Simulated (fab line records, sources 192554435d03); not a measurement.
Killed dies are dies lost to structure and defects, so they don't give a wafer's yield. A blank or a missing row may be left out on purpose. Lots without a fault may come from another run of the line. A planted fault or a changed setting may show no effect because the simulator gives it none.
Split-lot experiment | flow n5_finfet | 7 lots, 21 wafers read, on a route of 1938 steps

THE SPLIT
At N5_BEOL_M0_ETCH_128 (etches SiCN in CF4/N2, target depth 12 nm, overetch 5.1 nm, time 21.4 s), the setting source_w was moved away from the recipe's 430 W on 6 of the 21 wafers read, by -12.6% to +7.6%. The other wafers ran this setting at the recipe's value.

The reading is taken at the split's own step.

THE READING
rf_vpp_V, in V, at N5_BEOL_M0_ETCH_128 (etches SiCN in CF4/N2, target depth 12 nm, overetch 5.1 nm, time 21.4 s). Fault-free wafers of this fab line usually give 382.3 V, standard deviation 1.6 V.

wafer  | tool, chamber at the split | source_w as run, W | against the recipe | rf_vpp_V, V | against lot-mates on the recipe
L076.1 | rie_diel-01, 1             | 430                | recipe             | 382.3       | -
L076.3 | rie_diel-01, 0             | 396.6              | -7.8%              | 392.9       | +10.2
L076.5 | rie_diel-01, 0             | 430                | recipe             | 383.0       | -
L088.2 | rie_diel-06, 2             | 430                | recipe             | 382.8       | -
L088.3 | rie_diel-06, 0             | 403.3              | -6.2%              | 392.0       | +9.2
L088.4 | rie_diel-06, 3             | 403.3              | -6.2%              | 388.7       | +5.9
L089.2 | rie_diel-06, 2             | 430                | recipe             | 383.7       | -
L089.3 | rie_diel-06, 0             | 430                | recipe             | 385.4       | -
L089.4 | rie_diel-06, 3             | 381.3              | -11.3%             | 397.6       | +13.1
L091.1 | rie_diel-06, 3             | 430                | recipe             | 378.9       | -
L091.4 | rie_diel-06, 0             | 430                | recipe             | 385.5       | -
L091.6 | rie_diel-06, 3             | 430                | recipe             | 382.5       | -
L092.1 | rie_diel-01, 1             | 430                | recipe             | 384.0       | -
L092.3 | rie_diel-01, 0             | 430                | recipe             | 382.5       | -
L092.6 | rie_diel-01, 2             | 462.8              | +7.6%              | 372.6       | -10.6
L095.1 | rie_diel-06, 1             | 430                | recipe             | 382.2       | -
L095.4 | rie_diel-06, 3             | 375.8              | -12.6%             | 397.2       | +15.2
L095.6 | rie_diel-06, 1             | 430                | recipe             | 381.7       | -
L096.1 | rie_diel-01, 2             | 430                | recipe             | 382.4       | -
L096.3 | rie_diel-01, 0             | 430                | recipe             | 383.3       | -
L096.4 | rie_diel-01, 1             | 430                | recipe             | 383.5       | -

THE FIT
A straight line over all 21 wafers: rf_vpp_V changes by -1.24 V for each +1% of source_w; r = -0.97; the points scatter about the line by 1.5 V.
The same after taking each lot's own level away (the mean of its wafers on the recipe; 21 wafers): -1.24 V for each +1%; r = -0.97; scatter 1.3 V.
On that fit, the largest move of source_w shifts the reading by 16 V.
The lots' own levels span 381.95 to 384.55 V, that is 1.6 times the standard deviation above.
So the lot-to-lot level changes the slope little: the two slopes agree.
Check: with one of the wafers moved furthest among these (-12.6%) left out of the fit, the line predicts +15.7 V for it against its lot-mates. It came out at +15.2 V against them.
Tool readings at the split's step, against how far the setting was moved: rf_vpp_V r = -0.97.

OTHER SPLITS ON THESE WAFERS
These wafers also went through other splits before the reading. Each is held against what the fit with the lots' levels taken away leaves over:
other split on the same wafers    | wafers away from the commonest value | r with rf_vpp_V (lot level and that fit taken away)
N5_BEOL_M0_SAQP_HM_DEP_111 time_s | 3                                    | +0.03

THE FILE'S OWN FIT
rf_vpp_V changes by -1.23 V for each +1% of source_w, r = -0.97.
